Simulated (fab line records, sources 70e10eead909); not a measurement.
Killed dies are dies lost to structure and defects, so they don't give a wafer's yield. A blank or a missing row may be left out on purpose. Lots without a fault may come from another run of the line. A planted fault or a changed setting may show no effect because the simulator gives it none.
Chamber matching | flow nand_harc | NHARC_P_M2_PRE_CLEAN_32 on pecvd-01: 3 sister chambers
The step time 12 s. 20 wafers are shown with their chamber, then 10 later ones without.

WAFERS WITH THEIR CHAMBER
wafer  | chamber | heater_power_w (W)
L074.1 | 0       | 720
L074.3 | 2       | 669
L074.5 | 1       | 681
L076.2 | 1       | 645
L076.5 | 0       | 702
L076.6 | 1       | 665
L077.3 | 2       | 571
L077.4 | 2       | 580
L077.6 | 1       | 642
L080.1 | 0       | 737
L080.3 | 1       | 580
L080.5 | 1       | 581
L083.1 | 1       | 649
L083.5 | 2       | 554
L083.6 | 1       | 649
L085.1 | 1       | 669
L085.3 | 2       | 647
L085.4 | 1       | 688
L084.2 | 0       | 763
L084.3 | 2       | 654

SIGNATURES (means of the wafers above)
reading        | chamber 0 | chamber 1 | chamber 2 | scatter within a chamber
heater_power_w | 730.50    | 644.90    | 612.50    | 39.7
Rule: a wafer's distance from a chamber is the root of the sum, over the readings, of the square of ((its reading less the chamber's mean) divided by the reading's scatter). The wafer belongs to the nearest chamber; if the next one is less than 2 further off, it can't be placed. The scatter: the root of (the sum of the squares of (reading less its chamber's mean) over the shown wafers, divided by (wafers less chambers)).

WAFERS WITHOUT THEIR CHAMBER
wafer  | heater_power_w (W)
L084.5 | 600
L090.1 | 556
L090.2 | 684
L090.6 | 575
L091.1 | 579
L091.3 | 616
L091.4 | 614
L096.1 | 606
L096.3 | 651
L096.4 | 739

WHICH CHAMBER EACH WENT THROUGH
wafer  | from the rows above          | in truth
L084.5 | can't be placed: 2 or 1      | 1
L090.1 | can't be placed: 2 or 1      | 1
L090.2 | can't be placed: 1 or 0 or 2 | 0
L090.6 | can't be placed: 2 or 1      | 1
L091.1 | can't be placed: 2 or 1      | 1
L091.3 | can't be placed: 2 or 1      | 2
L091.4 | can't be placed: 2 or 1      | 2
L096.1 | can't be placed: 2 or 1      | 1
L096.3 | can't be placed: 1 or 2 or 0 | 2
L096.4 | 0                            | 0
Placed correctly: 1 of 10. Can't be placed from these rows: 9 (the true chamber is among the candidates in 9). Placed wrongly: 0.
